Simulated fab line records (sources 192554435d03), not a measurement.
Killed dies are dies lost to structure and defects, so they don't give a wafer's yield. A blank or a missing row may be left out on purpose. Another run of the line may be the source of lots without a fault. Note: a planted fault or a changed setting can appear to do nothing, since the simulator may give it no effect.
Which tool was responsible? | flow n5Finfet | 11 lots, 33 wafers sampled, at 2 steps of a route of 1938

WHAT THE GAUGES SHOWED, per wafer
N5_BEOL_M6_THK_MEAS_01. Usual: for M6_ILD_THK the level is 154.5 nm and the standard deviation is 2.3.
lot  | measured     | on           | M6_ILD_THK (nm)   | flag
L263 | day 10 22:09 | filmMetro-02 | 151.8 156.3 155.2 | 
L265 | day 11 15:31 | filmMetro-02 | 154.1 155.0 154.6 | 
L267 | day 11 20:14 | filmMetro-02 | 154.2 153.5 155.9 | 
L270 | day 13 14:07 | filmMetro-01 | 149.4 152.1 151.9 | 
L272 | day 13 23:27 | filmMetro-02 | 153.7 154.3 159.6 | 
L274 | day 13 23:53 | filmMetro-01 | 151.7 153.7 154.7 | 
L273 | day 14 05:31 | filmMetro-02 | 153.5 152.0 153.7 | 
L275 | day 14 08:38 | filmMetro-01 | 155.3 154.4 158.2 | 
L278 | day 14 15:41 | filmMetro-02 | 152.0 156.8 153.9 | 
L277 | day 15 04:02 | filmMetro-02 | 153.9 157.6 157.2 | 
L283 | day 16 16:16 | filmMetro-01 | 153.1 155.2 156.8 | 

TOOL THAT RAN EACH LOT (tool first, then ch and the chambers of the sampled wafers, then the start)
lot  | N5_BEOL_M5_SPUTTER_81
L263 | pvdSputter-03, day 10 16:42
L265 | pvdSputter-02, day 11 07:56
L267 | pvdSputter-03, day 11 15:17
L270 | pvdSputter-03, day 13 08:49
L272 | pvdSputter-01, day 13 17:58
L274 | pvdSputter-02, day 13 18:55
L273 | pvdSputter-02, day 14 00:05
L275 | pvdSputter-01, day 14 02:26
L278 | pvdSputter-01, day 14 10:44
L277 | pvdSputter-02, day 14 21:53
L283 | pvdSputter-02, day 16 11:14
- N5_BEOL_M5_SPUTTER_81: material Cu, target thk 15 nm, time 27.62 s.

AS READ BY THE TOOLS THEMSELVES (means over the sampled wafers that have a number; for cases with no such wafer, the mark the record gives instead)
N5_BEOL_M5_SPUTTER_81. Usual: throttleValvePct reads 29.7 % (standard deviation 0.67).
lot  | tool          | throttleValvePct (%) | flag
L263 | pvdSputter-03 | 30.3                 | 
L265 | pvdSputter-02 | 29.6                 | 
L267 | pvdSputter-03 | 29.3                 | 
L270 | pvdSputter-03 | 30.5                 | 
L272 | pvdSputter-01 | 29.4                 | 
L274 | pvdSputter-02 | 29.9                 | 
L273 | pvdSputter-02 | 29.5                 | 
L275 | pvdSputter-01 | 29.8                 | 
L278 | pvdSputter-01 | 29.6                 | 
L277 | pvdSputter-02 | 29.9                 | 
L283 | pvdSputter-02 | 29.6                 | 

THE ANSWER, worked out from the rows above alone
Rule: take the mean of a lot's wafers that have a number; if it is more than 3 standard deviations from the usual mean, the lot is off. Also off: a lot with no number at a reading for which 4 or more lots have one. Where the step has rows for the other lots, those lots are counted as sound. After the gauges, taken in route order, come the tools' own readings; for these a lot's mean is taken, as printed above. The first step at which some lot is off is used, and at that step the reading that is off furthest; a lot without a number counts as furthest.
No lot is off on any of the readings shown, so nothing can be concluded from this.

WHAT THE SIMULATOR PUT IN
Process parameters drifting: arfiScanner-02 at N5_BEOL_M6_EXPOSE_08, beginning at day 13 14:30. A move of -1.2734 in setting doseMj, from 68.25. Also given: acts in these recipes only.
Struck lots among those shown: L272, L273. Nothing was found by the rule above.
